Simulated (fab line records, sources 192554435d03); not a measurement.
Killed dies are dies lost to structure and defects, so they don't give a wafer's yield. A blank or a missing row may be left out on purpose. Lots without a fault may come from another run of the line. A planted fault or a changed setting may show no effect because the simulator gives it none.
fab line records | flow n5_finfet | part 1 of 2: steps 1 to 18 of 25
record lots=5 wafers=15 last_day=17
route steps=1938 shown BEOL_M3@948
lots that met no fault: from a run of the same line without faults
start_h: hours from the record's first day to the start of the lot's first wafer shown | wait_h: hours since the lot's step before | " the same as in the row above | L1.1+2: a row that stands for several wafers | - no value, or no start given | * or withheld: withheld | < > ~ a bound
route shown NAME@n: a module of which the file shows steps, and the number in the route of the first | usual: mean/standard deviation of fault-free wafers | same: alike in all rows | chamber/n: place in a boat | sites: the reading at each site | _std_site: their standard deviation | _edge_site: outer sites' mean less inner sites' | radius_mm: how far each site lies from the wafer's centre | mask NAME#n: copy n | behind: the tool/chamber that last shaped the wafer | hold: why the lot was held/for how many hours/how that ended | device: the transistor (n, p or np) that didn't switch | end of line: the same wafers' tests at the end of the route | a step without rows: its recipe alone | killed: dies lost to structure and defects at the first sort, not the wafer's yield | map: a wafer's dies, x killed, . not, _ none there
set.NAME: the setting as run; set.NAME@STEP: as run at that earlier step | model.NAME: the simulator's own value behind a step, which no gauge read
lots at some steps of the route; a table a step, a row a wafer
services: from which hour (start_h, from the record's first day; less than 0 if before it) a tool's chamber was out of use, for how many hours, and why
## steps
# step N5_BEOL_M3_ETCH_74
# recipe chemistry=N2/H2 target=underlayer target_depth_a=65 mask_material=CAR-EUV time_s=5.2 ion_energy_ev=200 pressure_mtorr=30 source_w=840 bias_w=150 n2_flow_sccm=200 h2_flow_sccm=200 ends=cleared
# usual drypump_motor_current_A=6.0/0.57 etch_rf_on_time_s=5.17/0.069 oes_product_au=0.67/0.088 rf_vpp_V=524/3.1 showerhead_plenum_p_Torr=2.54/0.1 throttle_valve_pct=17.82/0.23
# columns lot.wafer tool chamber start_h wait_h drypump_motor_current_A etch_rf_on_time_s oes_product_au rf_hours_counter_h rf_vpp_V showerhead_plenum_p_Torr throttle_valve_pct
L075.2 rie_diel-01 2 151.69 0.0 6.6 5.23 0.58 241 524 2.50 18.25
L075.4 " 2 " " 6.6 5.17 0.58 - 524 2.50 18.26
L075.5 " 3 " " 6.2 5.15 0.68 - 523 2.46 17.63
L090.1 rie_diel-04 2 244.28 0.0 6.1 5.25 0.58 249 520 2.50 18.09
L090.2 " 0 " " 5.4 5.25 0.63 179 529 2.64 18.13
L090.6 " 2 " " 6.1 5.22 0.59 - 523 2.50 18.09
L091.1 rie_diel-04 0 248.99 0.0 5.4 5.16 0.65 181 526 2.64 18.09
L091.3 " 1 " " 5.4 4.97 0.79 28 529 2.58 17.68
L091.5 " 0 " " 5.4 5.13 0.65 - 528 2.64 18.11
L094.2 rie_diel-04 0 269.56 0.0 5.4 5.25 0.63 188 527 2.64 18.13
L094.5 " 3 " " 6.8 5.24 0.57 - 520 2.40 17.68
L094.6 " 0 " " 5.4 5.27 0.63 - 527 2.64 18.11
L093.2 rie_diel-04 3 270.12 0.0 6.8 5.25 0.57 242 522 2.40 17.69
L093.3 " 0 " " 5.4 5.26 0.63 188 527 2.64 18.11
L093.5 " 1 " " 5.4 5.09 0.76 - 526 2.58 17.65
# step N5_BEOL_M3_ETCH_63
# recipe chemistry=CF4 target=SiARC target_depth_a=156 mask_material=CAR-EUV time_s=26 ion_energy_ev=80 pressure_mtorr=40 source_w=545 bias_w=36 Ar_flow_sccm=100 cf4_flow_sccm=100 ends=cleared
# usual cf4_flow_sccm=100.0/0.33 drypump_motor_current_A=6.0/0.56 etch_rf_on_time_s=25.7/0.38 oes_product_au=0.67/0.09 rf_vpp_V=184.1/1.3 showerhead_plenum_p_Torr=2.14/0.08 throttle_valve_pct=15.60/0.2
# columns lot.wafer tool chamber start_h wait_h cf4_flow_sccm drypump_motor_current_A etch_rf_on_time_s oes_product_au rf_hours_counter_h rf_vpp_V showerhead_plenum_p_Torr throttle_valve_pct
L075.2 rie_diel-01 2 151.71 0.0 99.8 6.6 26.3 0.57 241 182.8 2.11 15.96
L075.4 " 2 " " 100.2 6.6 26.1 0.58 - 183.2 2.11 15.97
L075.5 " 3 " " 99.9 6.2 25.9 0.67 - 183.3 2.07 15.39
L090.1 rie_diel-04 2 244.30 0.0 99.8 6.1 26.4 0.59 249 182.9 2.11 15.85
L090.2 " 0 " " 100.0 5.4 26.2 0.65 179 185.2 2.22 15.82
L090.6 " 2 " " 100.1 6.1 26.1 0.59 - 185.4 2.11 15.85
L091.1 rie_diel-04 0 249.01 0.0 99.7 5.3 25.8 0.64 181 185.8 2.22 15.78
L091.3 " 1 " " 99.9 5.4 25.2 0.77 28 184.4 2.19 15.49
L091.5 " 0 " " 99.9 5.3 26.1 0.64 - 184.7 2.22 15.83
L094.2 rie_diel-04 0 269.58 0.0 99.8 5.4 25.3 0.65 188 185.3 2.22 15.81
L094.5 " 3 " " 100.0 6.8 25.7 0.57 - 183.5 2.03 15.60
L094.6 " 0 " " 100.1 5.4 25.6 0.65 - 184.2 2.22 15.82
L093.2 rie_diel-04 3 270.14 0.0 100.2 6.8 25.6 0.57 242 182.2 2.03 15.61
L093.3 " 0 " " 100.3 5.4 25.7 0.64 188 184.9 2.22 15.83
L093.5 " 1 " " 100.2 5.4 25.0 0.77 - 184.2 2.18 15.51
# step N5_BEOL_M3_ETCH_64
# recipe chemistry=N2/H2 target=SOC target_depth_a=750 overetch_a=150 mask_material=SiARC temp_c=40 time_s=112.5 ion_energy_ev=200 pressure_mtorr=30 source_w=840 bias_w=150 n2_flow_sccm=200 h2_flow_sccm=200
# usual drypump_motor_current_A=6.0/0.57 oes_product_au=0.62/0.079 rf_vpp_V=523.9/3 showerhead_plenum_p_Torr=2.54/0.1 throttle_valve_pct=17.78/0.23
# same time_s=112.5
# columns lot.wafer tool chamber start_h wait_h drypump_motor_current_A oes_product_au rf_hours_counter_h rf_vpp_V showerhead_plenum_p_Torr throttle_valve_pct
L075.2 rie_diel-01 2 151.74 0.0 6.6 0.55 241 523.6 2.50 18.19
L075.4 " 2 " " 6.5 0.54 - 523.0 2.50 18.20
L075.5 " 3 " " 6.2 0.63 - 521.1 2.46 17.62
L090.1 rie_diel-04 2 244.33 0.0 6.1 0.55 249 522.2 2.50 18.04
L090.2 " 0 " " 5.4 0.60 179 526.4 2.64 18.06
L090.6 " 2 " " 6.1 0.55 - 523.4 2.50 18.05
L091.1 rie_diel-04 0 249.03 0.0 5.4 0.60 181 526.4 2.64 18.07
L091.3 " 1 " " 5.4 0.71 28 524.8 2.58 17.63
L091.5 " 0 " " 5.4 0.59 - 525.8 2.64 18.07
L094.2 rie_diel-04 0 269.60 0.0 5.4 0.59 188 526.4 2.64 18.09
L094.5 " 3 " " 6.8 0.53 - 520.7 2.40 17.64
L094.6 " 0 " " 5.4 0.59 - 525.6 2.64 18.08
L093.2 rie_diel-04 3 270.16 0.0 6.8 0.53 242 519.4 2.40 17.65
L093.3 " 0 " " 5.4 0.59 188 525.6 2.64 18.08
L093.5 " 1 " " 5.4 0.70 - 526.3 2.58 17.65
# step N5_BEOL_M3_STRIP_65
# recipe chemistry=N2/H2 temp_c=40 n2_flow_sccm=200 h2_flow_sccm=200 rf_frequency_hz=6e+07
# columns lot.wafer tool chamber start_h wait_h
L075.2+4+5 rie_diel-01 2,2,3 151.85 0.1
L090.1+2+6 rie_diel-04 2,0,2 244.43 0.1
L091.1+3+5 rie_diel-04 0,1,0 249.14 0.1
L094.2+5+6 rie_diel-04 0,3,0 269.71 0.1
L093.2+3+5 rie_diel-04 3,0,1 270.27 0.1
# step N5_BEOL_M3_STRIP_75
# recipe chemistry=N2/H2 temp_c=40 n2_flow_sccm=200 h2_flow_sccm=200 rf_frequency_hz=6e+07
# columns lot.wafer tool chamber start_h wait_h
L075.2+4+5 rie_diel-01 2,2,3 151.86 0.0
L090.1+2+6 rie_diel-04 2,0,2 244.44 0.0
L091.1+3+5 rie_diel-04 0,1,0 249.15 0.0
L094.2+5+6 rie_diel-04 0,3,0 269.72 0.0
L093.2+3+5 rie_diel-04 3,0,1 270.28 0.0
# step N5_BEOL_M3_STRIP_66
# recipe chemistry=CF4 resist=SiARC power_w=300 bias_power_w=75 pressure_mtorr=50 cf4_flow_sccm=150 rf_frequency_hz=6e+07
# usual cf4_flow_sccm=150.0/0.4 drypump_motor_current_A=6.0/0.57 oes_product_au=0.77/0.098 rf_vpp_V=271.1/1.7 showerhead_plenum_p_Torr=1.80/0.065 throttle_valve_pct=13.58/0.22
# columns lot.wafer tool chamber start_h wait_h cf4_flow_sccm drypump_motor_current_A oes_product_au rf_hours_counter_h rf_vpp_V showerhead_plenum_p_Torr throttle_valve_pct
L075.2 rie_diel-01 2 151.87 0.0 150.5 6.6 0.68 241 270.2 1.76 13.94
L075.4 " 2 " " 150.1 6.6 0.68 - 270.0 1.76 13.95
L075.5 " 3 " " 149.3 6.3 0.78 - 270.4 1.74 13.36
L090.1 rie_diel-04 2 244.45 0.0 149.7 6.1 0.68 249 270.7 1.77 13.87
L090.2 " 0 " " 149.2 5.4 0.74 179 273.9 1.86 13.79
L090.6 " 2 " " 150.1 6.1 0.69 - 270.6 1.77 13.87
L091.1 rie_diel-04 0 249.16 0.0 149.9 5.4 0.74 181 272.4 1.86 13.77
L091.3 " 1 " " 150.1 5.4 0.88 28 272.1 1.82 13.39
L091.5 " 0 " " 150.3 5.4 0.74 - 272.1 1.86 13.79
L094.2 rie_diel-04 0 269.73 0.0 149.5 5.4 0.73 188 272.6 1.85 13.80
L094.5 " 3 " " 150.0 6.8 0.65 - 269.3 1.71 13.64
L094.6 " 0 " " 150.0 5.4 0.74 - 272.9 1.85 13.79
L093.2 rie_diel-04 3 270.29 0.0 150.2 6.8 0.66 242 267.7 1.71 13.64
L093.3 " 0 " " 150.2 5.4 0.74 188 271.6 1.85 13.81
L093.5 " 1 " " 149.7 5.4 0.87 - 271.7 1.82 13.39
# step N5_BEOL_M3_HM_OPEN_17
# recipe chemistry=Cl2/BCl3 target_depth_a=200 overetch_a=60 target=TiN mask_material=SOC ion_energy_ev=150 pressure_mtorr=10 icp_w=1000 bias_w=126 Cl2_flow_sccm=53.25 bcl3_flow_sccm=21.75 Ar_flow_sccm=25
# usual drypump_motor_current_A=5.8/0.36 oes_ar_750_au=0.82/0.1 oes_product_au=0.70/0.081 throttle_valve_pct=22.10/0.12
# columns lot.wafer tool chamber start_h wait_h drypump_motor_current_A oes_ar_750_au oes_product_au rf_hours_counter_h throttle_valve_pct
L075.2 rie_metal-02 1 151.91 0.0 5.5 0.75 0.63 48 22.10
L075.4 " 0 " " 5.4 0.90 0.76 - 22.27
L075.5 " 0 " " 5.4 0.91 0.76 - 22.25
L090.1 rie_metal-02 0 244.50 0.0 5.4 0.87 0.72 20 22.29
L090.2 " 1 " " 5.5 0.74 0.60 57 22.15
L090.6 " 1 " " 5.5 0.74 0.61 - 22.13
L091.1 rie_metal-02 1 249.20 0.0 5.5 0.73 0.61 57 22.14
L091.3 " 1 " " 5.5 0.74 0.61 - 22.13
L091.5 " 1 " " 5.5 0.74 0.61 - 22.16
L094.2 rie_metal-01 1 269.77 0.0 6.3 0.72 0.63 56 22.06
L094.5 " 1 " " 6.4 0.72 0.63 - 22.04
L094.6 " 0 " " 5.7 0.92 0.77 - 22.01
L093.2 rie_metal-01 0 270.33 0.0 5.7 0.93 0.77 12 22.02
L093.3 " 1 " " 6.3 0.72 0.64 - 22.04
L093.5 " 0 " " 5.7 0.92 0.78 - 22.01
# step N5_BEOL_M3_STRIP_19
# recipe chemistry=O2 power_w=400 temp_c=40 pressure_mtorr=30 rf_frequency_hz=6e+07 bias_power_w=0 overash_fraction=0.2 o2_flow_sccm=225
# usual drypump_motor_current_A=5.9/0.59 oes_product_au=0.79/0.1 rf_vpp_V=3.6/0.46 showerhead_plenum_p_Torr=2.11/0.085 throttle_valve_pct=16.63/0.19
# columns lot.wafer tool chamber start_h wait_h drypump_motor_current_A oes_product_au rf_hours_counter_h rf_vpp_V showerhead_plenum_p_Torr throttle_valve_pct
L075.2 rie_diel-01 3 152.02 0.1 6.2 0.79 98 4.2 2.02 16.44
L075.4 " 2 " " 6.5 0.67 - 3.5 2.07 17.06
L075.5 " 0 " " 5.9 0.95 - 3.1 2.23 16.36
L090.1 rie_diel-03 1 244.61 0.1 6.1 0.72 163 3.7 2.19 16.87
L090.2 " 3 " " 6.4 0.88 33 5.0 2.24 16.37
L090.6 " 1 " " 6.1 0.73 - 3.9 2.19 16.84
L091.1 rie_diel-04 1 249.31 0.1 5.4 0.90 28 4.3 2.13 16.51
L091.3 " 3 " " 6.7 0.67 236 4.2 1.98 16.58
L091.5 " 0 " " 5.4 0.75 - 3.7 2.17 16.84
L094.2 rie_diel-03 2 269.88 0.1 5.5 0.71 215 4.1 2.07 16.82
L094.5 " 1 " " 6.1 0.71 - 2.6 2.19 16.87
L094.6 " 2 " " 5.5 0.70 - 3.7 2.07 16.82
L093.2 rie_diel-01 3 270.44 0.1 6.2 0.76 136 4.1 2.01 16.51
L093.3 " 2 " " 6.6 0.90 18 2.8 2.06 16.65
L093.5 " 1 " " 4.7 0.91 - 3.6 2.13 16.57
# step N5_BEOL_M3_CD_MEAS_18
# recipe pitch_nm=36 target_cd_nm=18
# usual cd_nm=18.1/0.36
# columns lot.wafer tool chamber start_h wait_h cd_nm
L075.2 cd_sem-01 - 152.09 0.1 18.0
L075.4 " - " " 17.9
L075.5 " - " " 18.3
L090.1 cd_sem-01 - 244.69 0.1 18.0
L090.2 " - " " 17.8
L090.6 " - " " 17.8
L091.1 cd_sem-01 - 249.38 0.0 17.6
L091.3 " - " " 17.8
L091.5 " - " " 17.8
L094.2 cd_sem-02 - 269.95 0.1 17.4
L094.5 " - " " 17.7
L094.6 " - " " 17.8
L093.2 cd_sem-02 - 270.51 0.1 17.7
L093.3 " - " " 17.9
L093.5 " - " " 18.4
# step N5_BEOL_M3_COAT_67
# recipe resist=SOC temp_c=250 time_s=60 spin_rpm=1500 resist_thk_nm=60
# usual heater_power_total_W=500.2/1.9 resist_line_temp_C=23.00/0.1
# same time_s=60
# columns lot.wafer tool chamber start_h wait_h heater_power_total_W resist_line_temp_C
L075.2 litho_track-05 0 152.12 0.0 501.9 22.80
L075.4 " 0 " " 498.4 23.04
L075.5 " 0 " " 499.3 22.87
L090.1 litho_track-05 0 244.73 0.0 498.1 23.11
L090.2 " 0 " " 501.7 23.19
L090.6 " 0 " " 502.8 23.01
L091.1 litho_track-01 0 249.42 0.0 499.1 23.10
L091.3 " 0 " " 500.6 23.23
L091.5 " 0 " " 498.9 23.08
L094.2 litho_track-05 0 269.99 0.0 502.1 22.95
L094.5 " 0 " " 497.7 23.11
L094.6 " 0 " " 497.8 23.03
L093.2 litho_track-05 0 270.55 0.0 498.9 22.97
L093.3 " 0 " " 502.0 22.81
L093.5 " 0 " " 501.1 23.04
# step N5_BEOL_M3_COAT_68
# recipe resist=SiARC temp_c=220 time_s=60 spin_rpm=1500 resist_thk_nm=12
# usual heater_power_total_W=427.5/2 resist_line_temp_C=22.99/0.12
# same time_s=60
# columns lot.wafer tool chamber start_h wait_h heater_power_total_W resist_line_temp_C
L075.2 litho_track-05 0 - - 426.5 22.79
L075.4 " 0 " " 431.0 22.88
L075.5 " 0 " " 427.8 22.71
L090.1 litho_track-05 0 - - 426.0 23.03
L090.2 " 0 " " 429.5 23.09
L090.6 " 0 " " 424.9 22.94
L091.1 litho_track-01 0 - - 424.4 23.09
L091.3 " 0 " " 426.8 23.14
L091.5 " 0 " " 430.5 23.25
L094.2 litho_track-05 0 - - 430.8 22.88
L094.5 " 0 " " 425.2 22.94
L094.6 " 0 " " 430.0 22.67
L093.2 litho_track-05 0 - - 428.1 22.87
L093.3 " 0 " " 425.6 22.92
L093.5 " 0 " " 427.2 22.97
# step N5_BEOL_M3_COAT_76
# recipe resist=underlayer temp_c=205 time_s=60 spin_rpm=1500 resist_thk_nm=5
# usual heater_power_total_W=391.7/1.4 resist_line_temp_C=22.99/0.098
# same time_s=60
# columns lot.wafer tool chamber start_h wait_h heater_power_total_W resist_line_temp_C
L075.2 litho_track-05 0 - - 390.0 23.02
L075.4 " 0 " " 392.5 22.93
L075.5 " 0 " " 391.3 22.95
L090.1 litho_track-05 0 - - 390.5 23.10
L090.2 " 0 " " 390.1 23.04
L090.6 " 0 " " 393.8 23.02
L091.1 litho_track-01 0 - - 389.8 22.97
L091.3 " 0 " " 392.9 22.91
L091.5 " 0 " " 394.0 22.87
L094.2 litho_track-05 0 - - 393.2 23.04
L094.5 " 0 " " 393.6 23.05
L094.6 " 0 " " 393.2 22.99
L093.2 litho_track-05 0 - - 393.0 22.97
L093.3 " 0 " " 391.8 22.77
L093.5 " 0 " " 393.0 22.85
# step N5_BEOL_M3_COAT_22
# recipe resist=CAR-EUV spin_rpm=1500 resist_thk_nm=30
# usual resist_line_temp_C=23.01/0.098
# columns lot.wafer tool chamber start_h wait_h resist_line_temp_C
L075.2 litho_track-05 0 - - 23.02
L075.4 " 0 " " 23.18
L075.5 " 0 " " 23.01
L090.1 litho_track-05 0 - - 22.97
L090.2 " 0 " " 23.18
L090.6 " 0 " " 22.92
L091.1 litho_track-01 0 - - 23.13
L091.3 " 0 " " 22.97
L091.5 " 0 " " 22.90
L094.2 litho_track-05 0 - - 22.97
L094.5 " 0 " " 22.81
L094.6 " 0 " " 22.93
L093.2 litho_track-05 0 - - 23.06
L093.3 " 0 " " 22.95
L093.5 " 0 " " 22.94
# step N5_BEOL_M3_EBR_24
# recipe solvent=PGMEA ebr_width_mm=1.5
# usual resist_line_temp_C=23.03/0.12
# columns lot.wafer tool chamber start_h wait_h resist_line_temp_C
L075.2 litho_track-05 0 - - 23.28
L075.4 " 0 " " 23.28
L075.5 " 0 " " 23.24
L090.1 litho_track-05 0 - - 23.05
L090.2 " 0 " " 23.16
L090.6 " 0 " " 23.21
L091.1 litho_track-01 0 - - 22.86
L091.3 " 0 " " 22.87
L091.5 " 0 " " 22.95
L094.2 litho_track-05 0 - - 23.20
L094.5 " 0 " " 23.14
L094.6 " 0 " " 23.07
L093.2 litho_track-05 0 - - 23.07
L093.3 " 0 " " 23.09
L093.5 " 0 " " 23.16
# step N5_BEOL_M3_SOFTBAKE_23
# recipe temp_c=110 time_s=60 resist=CAR-EUV
# usual heater_power_total_W=175.2/1.6 resist_line_temp_C=22.97/0.1
# same time_s=60
# columns lot.wafer tool chamber start_h wait_h heater_power_total_W resist_line_temp_C
L075.2 litho_track-05 0 - - 175.9 22.90
L075.4 " 0 " " 173.0 22.98
L075.5 " 0 " " 175.3 22.98
L090.1 litho_track-05 0 - - 173.7 23.14
L090.2 " 0 " " 176.6 23.13
L090.6 " 0 " " 173.0 23.11
L091.1 litho_track-01 0 - - 177.5 23.02
L091.3 " 0 " " 173.0 22.96
L091.5 " 0 " " 173.0 22.94
L094.2 litho_track-05 0 - - 174.7 22.86
L094.5 " 0 " " 177.2 22.91
L094.6 " 0 " " 174.5 22.88
L093.2 litho_track-05 0 - - 176.1 23.04
L093.3 " 0 " " 175.2 23.00
L093.5 " 0 " " 177.6 22.87
# step N5_BEOL_M3_EXPOSE_25
# recipe mask_id=V2 na=0.33 source_shape=quasar sigma_inner=0.2 sigma_outer=0.8 polarization=unpolarized defocus_nm=5 dose_mj=63
# columns lot.wafer tool chamber start_h wait_h mask
L075.2+4+5 euv_scanner-01 0 152.27 - V2#0
L090.1+2+6 euv_scanner-02 0 244.86 - V2#0
L091.1+3+5 euv_scanner-01 0 249.56 - V2#0
L094.2+5+6 euv_scanner-01 0 270.14 - V2#0
L093.2+3+5 euv_scanner-01 0 270.70 - V2#0
# step N5_BEOL_M3_PEB_26
# recipe peb_temp_c=100 peb_time_s=60 resist=CAR-EUV
# usual heater_power_total_W=154.0/1.1 resist_line_temp_C=23.02/0.11
# columns lot.wafer tool chamber start_h wait_h heater_power_total_W resist_line_temp_C
L075.2 litho_track-01 0 152.34 0.1 154.2 23.09
L075.4 " 0 " " 153.5 22.94
L075.5 " 0 " " 153.5 22.90
L090.1 litho_track-05 0 244.94 0.1 154.0 23.06
L090.2 " 0 " " 153.0 22.99
L090.6 " 0 " " 155.4 22.90
L091.1 litho_track-01 0 249.63 0.1 154.6 23.05
L091.3 " 0 " " 152.7 22.87
L091.5 " 0 " " 153.0 23.08
L094.2 litho_track-05 0 270.21 0.1 153.6 23.10
L094.5 " 0 " " 152.7 23.12
L094.6 " 0 " " 154.7 23.01
L093.2 litho_track-05 0 270.77 0.1 155.5 22.95
L093.3 " 0 " " 154.7 22.92
L093.5 " 0 " " 154.2 23.02
# step N5_BEOL_M3_DEVELOP_27
# recipe develop_time_s=30 developer=TMAH resist=CAR-EUV rinse_liquid=surfactant_rinse dry=air_spin dev_temp_c=23
# usual resist_line_temp_C=22.99/0.11
# columns lot.wafer tool chamber start_h wait_h resist_line_temp_C
L075.2 litho_track-01 0 - - 22.91
L075.4 " 0 " " 22.92
L075.5 " 0 " " 23.02
L090.1 litho_track-05 0 - - 22.95
L090.2 " 0 " " 22.89
L090.6 " 0 " " 22.94
L091.1 litho_track-01 0 - - 23.09
L091.3 " 0 " " 23.02
L091.5 " 0 " " 23.09
L094.2 litho_track-05 0 - - 23.11
L094.5 " 0 " " 22.92
L094.6 " 0 " " 23.03
L093.2 litho_track-05 0 - - 23.07
L093.3 " 0 " " 23.06
L093.5 " 0 " " 23.10
